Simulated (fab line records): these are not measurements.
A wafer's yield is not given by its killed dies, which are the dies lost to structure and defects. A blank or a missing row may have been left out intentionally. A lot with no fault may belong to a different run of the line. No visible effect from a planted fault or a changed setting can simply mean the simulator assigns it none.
What tool caused it? ; flow nand-harc ; 38 wafers from 13 lots sampled at 5 of the route's 1159 steps

WHAT THE GAUGES SHOWED, per wafer
NHARC_END_SORT_01. Usual: killed-at-array 27, standard deviation 12; killed-at-other 0.8, standard deviation 1; killed-at-periphery 4.0, standard deviation 2.5; killed-dies 32, standard deviation 11; killed-open 3.3, standard deviation 1.8; killed-short 2.0, standard deviation 1.5.
lot;measured;on;killed-at-array;killed-at-other;killed-at-periphery;killed-dies;killed-open;killed-short;flag
L809;day 23 06:41;prober-01;19;3;2;24;5;1;
L814;day 24 06:23;prober-02;293 40;1 1;2 1;296 42;1 2;4 0;OFF
L815;day 24 07:35;prober-01;34 355 39;0 3 1;0 1 4;34 359 44;1 3 5;1 1 2;OFF

TOOL THAT RAN EACH LOT (tool first, then ch and the chambers of the sampled wafers, then the start)
lot;NHARC_A_STAIRCASE_ETCH_27;NHARC_A_STAIRCASE_STRIP_175;NHARC_A_STAIRCASE_ETCH_188;NHARC_A_STAIRCASE_ETCH_190
L796;rie-diel-05 ch 2,3, day 11 13:30 or earlier;plasma-asher-02 ch 0,1, day 11 13:30;rie-diel-07 ch 1,2, day 11 15:26 or earlier;rie-diel-07 ch 0,1, day 11 15:26
L797;rie-diel-04 ch 0,1, day 11 13:41 or earlier;plasma-asher-02 ch 0, day 11 13:41;rie-diel-05 ch 0,1,3, day 11 15:46 or earlier;rie-diel-05 ch 1,3, day 11 15:46
L795;rie-diel-04 ch 1,2,3, day 11 15:33 or earlier;plasma-asher-01 ch 0,1, day 11 15:33;rie-diel-05 ch 0,1,2, day 11 18:13 or earlier;rie-diel-05 ch 0,1,3, day 11 18:13
L798;rie-diel-07 ch 1,2, day 12 00:26 or earlier;plasma-asher-01 ch 1, day 12 00:26;rie-diel-05 ch 2,3, day 12 02:14 or earlier;rie-diel-05 ch 0,1,3, day 12 02:14
L799;rie-diel-04 ch 1,3, day 12 04:08 or earlier;plasma-asher-02 ch 0,1, day 12 04:08;rie-diel-05 ch 0,1,2, day 12 06:13 or earlier;rie-diel-05 ch 1,2,3, day 12 06:13
L802;rie-diel-05 ch 0,1,2, day 12 18:01 or earlier;plasma-asher-02 ch 0,1, day 12 18:01;rie-diel-04 ch 0,1, day 12 19:51 or earlier;rie-diel-04 ch 1,2,3, day 12 19:51
L803;rie-diel-05 ch 0,1,2, day 13 05:16 or earlier;plasma-asher-01 ch 0,1, day 13 05:16;rie-diel-07 ch 2,3, day 13 07:28 or earlier;rie-diel-07 ch 2,3, day 13 07:28
L804;rie-diel-07 ch 0,2,3, day 13 15:02 or earlier;plasma-asher-01 ch 0,1, day 13 15:02;rie-diel-04 ch 1,2,3, day 13 16:46 or earlier;rie-diel-04 ch 0,1,2, day 13 16:46
L807;rie-diel-04 ch 0,2, day 14 03:16 or earlier;plasma-asher-01 ch 1, day 14 03:16;rie-diel-04 ch 0,2, day 14 05:56 or earlier;rie-diel-04 ch 2,3, day 14 05:56
L809;rie-diel-05 ch 1,3, day 14 13:23 or earlier;plasma-asher-01 ch 0,1, day 14 13:23;rie-diel-04 ch 0,3, day 14 15:12 or earlier;rie-diel-04 ch 0,3, day 14 15:12
L814;rie-diel-04 ch 0,2, day 15 18:15 or earlier;plasma-asher-02 ch 1, day 15 18:15;rie-diel-07 ch 0,1, day 15 21:41 or earlier;rie-diel-07 ch 2,3, day 15 21:41
L815;rie-diel-07 ch 0,1,2, day 15 18:22 or earlier;plasma-asher-01 ch 0,1, day 15 18:22;rie-diel-07 ch 0,2,3, day 15 21:56 or earlier;rie-diel-07 ch 0,2,3, day 15 21:56
L816;rie-diel-05 ch 0,1,2, day 16 16:58 or earlier;plasma-asher-01 ch 0,1, day 16 16:58;rie-diel-05 ch 1,2,3, day 16 20:14 or earlier;rie-diel-05 ch 0,1,3, day 16 20:14
- NHARC_A_STAIRCASE_ETCH_27: etches the open film in C4F8/O2, target depth 100 nm, time 40.5 s.
- NHARC_A_STAIRCASE_STRIP_175: strips in O2.
- NHARC_A_STAIRCASE_ETCH_188: etches the open film in C4F8/O2, target depth 100 nm, time 40.5 s.
- NHARC_A_STAIRCASE_ETCH_190: etches the open film in C4F8/O2, target depth 100 nm, time 40.5 s.

WHAT THE TOOLS THEMSELVES READ (means of the sampled wafers that have a number; where no wafer has one, the mark that the record gives instead)
NHARC_A_STAIRCASE_ETCH_27. Usual: bias-w 1000.2 W, standard deviation 3; oes-product-au 0.942 a.u., standard deviation 0.011; rf-vpp-V 898 V, standard deviation 5.3; run-length-s 61.8 s, standard deviation 0.33.
lot;tool;bias-w (W);oes-product-au (a.u.);rf-vpp-V (V);run-length-s (s);flag
L796;rie-diel-05;998.1;0.952;902;61.9;
L797;rie-diel-04;998.5;0.933;897;61.9;
L795;rie-diel-04;998.6;0.936;894;61.8;
L798;rie-diel-07;1000.3;0.948;892;62.0;
L799;rie-diel-04;999.7;0.923;892;61.6;
L802;rie-diel-05;1001.6;0.929;901;61.9;
L803;rie-diel-05;999.6;0.953;902;61.8;
L804;rie-diel-07;998.9;0.937;899;61.7;
L807;rie-diel-04;1003.4;0.950;898;61.6;
L809;rie-diel-05;1000.8;0.955;897;61.9;
L814;rie-diel-04;1001.8;0.935;899;61.6;
L815;rie-diel-07;1000.4;0.948;892;62.0;
L816;rie-diel-05;1000.3;0.947;902;62.0;

NHARC_A_STAIRCASE_STRIP_175. Usual: drypump-motor-current-A 5.57 A, standard deviation 0.18; heater-power-w 335 W, standard deviation 9.8.
lot;tool;drypump-motor-current-A (A);heater-power-w (W);flag
L796;plasma-asher-02;5.51;340;
L797;plasma-asher-02;5.42;345;
L795;plasma-asher-01;5.63;321;
L798;plasma-asher-01;5.78;317;
L799;plasma-asher-02;5.54;342;
L802;plasma-asher-02;5.63;343;
L803;plasma-asher-01;5.65;329;
L804;plasma-asher-01;5.62;327;
L807;plasma-asher-01;5.77;331;
L809;plasma-asher-01;5.50;328;
L814;plasma-asher-02;5.74;342;
L815;plasma-asher-01;5.62;326;
L816;plasma-asher-01;5.63;328;

NHARC_A_STAIRCASE_ETCH_188. Usual: bias-w 1000.0 W, standard deviation 2.9; oes-product-au 0.937 a.u., standard deviation 0.014; rf-vpp-V 897 V, standard deviation 5.5; run-length-s 61.8 s, standard deviation 0.34.
lot;tool;bias-w (W);oes-product-au (a.u.);rf-vpp-V (V);run-length-s (s);flag
L796;rie-diel-07;1001.3;0.942;891;62.4;
L797;rie-diel-05;1000.5;0.962;900;62.0;
L795;rie-diel-05;998.8;0.919;902;61.6;
L798;rie-diel-05;1000.9;0.952;904;61.8;
L799;rie-diel-05;999.8;0.941;901;61.7;
L802;rie-diel-04;998.6;0.931;893;61.8;
L803;rie-diel-07;1001.8;0.938;902;62.0;
L804;rie-diel-04;1000.4;0.958;894;61.6;
L807;rie-diel-04;999.9;0.930;896;61.9;
L809;rie-diel-04;998.0;0.955;899;61.5;
L814;rie-diel-07;999.5;0.947;890;61.8;
L815;rie-diel-07;996.9;0.920;899;62.1;
L816;rie-diel-05;1000.8;0.922;901;62.1;

NHARC_A_STAIRCASE_ETCH_190. Usual: bias-w 1000 W, standard deviation 3.3; oes-product-au 0.940 a.u., standard deviation 0.011; rf-vpp-V 897 V, standard deviation 5.7; run-length-s 61.8 s, standard deviation 0.37.
lot;tool;bias-w (W);oes-product-au (a.u.);rf-vpp-V (V);run-length-s (s);flag
L796;rie-diel-07;998;0.941;892;61.5;
L797;rie-diel-05;1000;0.950;899;61.9;
L795;rie-diel-05;999;0.941;900;61.9;
L798;rie-diel-05;1002;0.957;901;61.9;
L799;rie-diel-05;998;0.943;901;61.8;
L802;rie-diel-04;1002;0.947;893;61.7;
L803;rie-diel-07;994;0.935;899;62.2;
L804;rie-diel-04;998;0.950;895;61.6;
L807;rie-diel-04;1000;0.922;895;61.9;
L809;rie-diel-04;1003;0.942;899;61.6;
L814;rie-diel-07;997;0.932;902;67.1;OFF
L815;rie-diel-07;1003;0.939;898;65.1;OFF
L816;rie-diel-05;1002;0.933;900;61.8;

THE ANSWER, worked out from the rows above alone
Rule: a lot is off if the mean of its wafers that have a number lies more than 3 standard deviations from the usual mean. A lot without any number at a reading at which 4 lots or more have one is off too. Where the step has rows for the other lots, those lots are counted as sound. First the gauges in route order, then the tools' own readings, where a lot's mean is used as printed above. The first step at which some lot is off is used, and at that step the reading that is off furthest; a lot without a number counts as furthest.
Off: L814, L815 (NHARC_END_SORT_01, killed-dies). Neither off nor sound, because the step has no rows for them: L796, L797, L795, L798, L799, L802, L803, L804, L807, L816.
If a tool, at a process step before that reading, ran all the lots that are off and no sound lot after the first of them, it fits. The gauges at NHARC_END_SORT_01 aren't tried: what is off there is off at NHARC_A_STAIRCASE_ETCH_190 too, on other tools, and a gauge's error can't cause that. Because NHARC_A_STAIRCASE_ETCH_27 lacks a start for some lots, the hours and order of its lots are taken from NHARC_A_STAIRCASE_STRIP_175. Because NHARC_A_STAIRCASE_ETCH_188 lacks a start for some lots, the hours and order of its lots are taken from NHARC_A_STAIRCASE_ETCH_190. One fits: NHARC_A_STAIRCASE_ETCH_188 and NHARC_A_STAIRCASE_ETCH_190 on rie-diel-07. It ran no sound lot before its first lot that is off in this sample, so the start can't be narrowed down.

WHAT WAS PUT IN BY THE SIMULATOR
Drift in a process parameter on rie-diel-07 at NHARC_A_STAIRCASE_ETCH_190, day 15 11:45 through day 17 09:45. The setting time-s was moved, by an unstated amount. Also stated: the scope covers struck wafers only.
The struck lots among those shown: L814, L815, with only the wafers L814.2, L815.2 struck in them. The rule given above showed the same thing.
